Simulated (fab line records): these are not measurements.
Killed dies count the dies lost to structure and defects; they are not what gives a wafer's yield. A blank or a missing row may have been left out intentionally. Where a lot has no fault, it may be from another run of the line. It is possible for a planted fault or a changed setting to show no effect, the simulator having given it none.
Shared-tool check + flow nand harc + 14 lots and 42 wafers in the sample

== WHY IT WAS OPENED ==
At NHARC_A_ONON_D1_THK_MEAS_02 the reading thk nm is flagged on 3 of 14 lots. No-fault wafers: 999 nm, standard deviation 9.6.
Rule: flag the lot when none of its wafers has a number, or when each of its wafers that has one lies beyond 4 standard deviations from that mean. The rest of the lots are taken to be sound.

| lot  | measured     | on            | thk nm (nm), wafer by wafer | flag    |
|------|--------------|---------------|-----------------------------|---------|
| L551 | day 7 20:16  | film metro-01 | 997 999 998                 |         |
| L552 | day 8 03:30  | film metro-02 | 971 969 971                 |         |
| L553 | day 8 12:44  | film metro-01 | 614 613 614                 | FLAGGED |
| L554 | day 8 23:16  | film metro-01 | 622 621 622                 | FLAGGED |
| L556 | day 9 20:22  | film metro-01 | 614 614 614                 | FLAGGED |
| L563 | day 12 15:04 | film metro-01 | 1000 1001 1001              |         |
| L564 | day 13 02:52 | film metro-01 | 1002 1001 1002              |         |
| L566 | day 13 17:01 | film metro-02 | 997 997 996                 |         |
| L565 | day 13 17:02 | film metro-01 | 1004 1003 1003              |         |
| L567 | day 14 17:54 | film metro-01 | 983 984 982                 |         |
| L568 | day 14 17:55 | film metro-02 | 1010 1010 1010              |         |
| L569 | day 15 12:43 | film metro-01 | 986 986 986                 |         |
| L570 | day 16 00:17 | film metro-01 | 991 990 988                 |         |
| L571 | day 16 07:53 | film metro-01 | 998 998 1000                |         |
On average the flagged lots' numbers are 616 nm, which is -383 nm against the usual, or -40 standard deviations.

== WHICH TOOL RAN EACH LOT ==
The record holds 1 process step before the reading, out of a route of 1302 steps. Each cell gives the tool, then ch followed by the chambers the sampled wafers passed through, then the start.
| lot  | flag    | NHARC_A_ONON_D1_DEP_00           |
|------|---------|----------------------------------|
| L551 |         | pecvd onon-01 ch 0, day 7 19:46  |
| L552 |         | pecvd onon-01 ch 0, day 8 02:59  |
| L553 | FLAGGED | pecvd onon-01 ch 0, day 8 12:17  |
| L554 | FLAGGED | pecvd onon-01 ch 0, day 8 22:46  |
| L556 | FLAGGED | pecvd onon-01 ch 0, day 9 19:55  |
| L563 |         | pecvd onon-03 ch 0, day 12 14:34 |
| L564 |         | pecvd onon-02 ch 0, day 13 02:32 |
| L566 |         | pecvd onon-03 ch 0, day 13 16:38 |
| L565 |         | pecvd onon-01 ch 0, day 13 16:31 |
| L567 |         | pecvd onon-03 ch 0, day 14 17:23 |
| L568 |         | pecvd onon-01 ch 0, day 14 17:23 |
| L569 |         | pecvd onon-01 ch 0, day 15 12:12 |
| L570 |         | pecvd onon-03 ch 0, day 15 23:46 |
| L571 |         | pecvd onon-01 ch 0, day 16 07:22 |
These steps, and what they do:
- NHARC_A_ONON_D1_DEP_00: target thk 1000 nm.
- NHARC_A_ONON_D1_THK_MEAS_02: measures by ellipsometry.

== FLAGGED OVER TOTAL, TOOL BY TOOL (the gauges that took the reading come last) ==
| step                        | tool          | lots run | flagged | share of the flagged lots | sound lots run after its first flagged lot |
|-----------------------------|---------------|----------|---------|---------------------------|--------------------------------------------|
| NHARC_A_ONON_D1_DEP_00      | pecvd onon-01 | 9        | 3       | all                       | 4 (L565,L568,L569,L571)                    |
| NHARC_A_ONON_D1_DEP_00      | pecvd onon-02 | 1        | 0       | none                      | -                                          |
| NHARC_A_ONON_D1_DEP_00      | pecvd onon-03 | 4        | 0       | none                      | -                                          |
| NHARC_A_ONON_D1_THK_MEAS_02 | film metro-01 | 11       | 3       | all                       | 7 (L563,L564,L565,L567,L569,L570,L571)     |
| NHARC_A_ONON_D1_THK_MEAS_02 | film metro-02 | 3        | 0       | none                      | -                                          |

== THE TABLE: WHAT IT ALLOWS ==
Every flagged lot went through 2 rows of the table: pecvd onon-01 at NHARC_A_ONON_D1_DEP_00 and film metro-01 at NHARC_A_ONON_D1_THK_MEAS_02.
- pecvd onon-01 at NHARC_A_ONON_D1_DEP_00: 3 of its 9 lots flagged. Sound lots followed the first flagged one (L565, L568, L569, L571) on it, something a lasting fault affecting the whole tool could not allow.
- film metro-01 at NHARC_A_ONON_D1_THK_MEAS_02: 3 of its 11 lots flagged. Sound lots followed the first flagged one (L563, L564, L565, L567, L569, L570, L571) on it, something a lasting fault affecting the whole tool could not allow.
Every row of the table either missed a flagged lot or ran a sound lot after the first.

== WHAT THE SIMULATOR PUT IN ==
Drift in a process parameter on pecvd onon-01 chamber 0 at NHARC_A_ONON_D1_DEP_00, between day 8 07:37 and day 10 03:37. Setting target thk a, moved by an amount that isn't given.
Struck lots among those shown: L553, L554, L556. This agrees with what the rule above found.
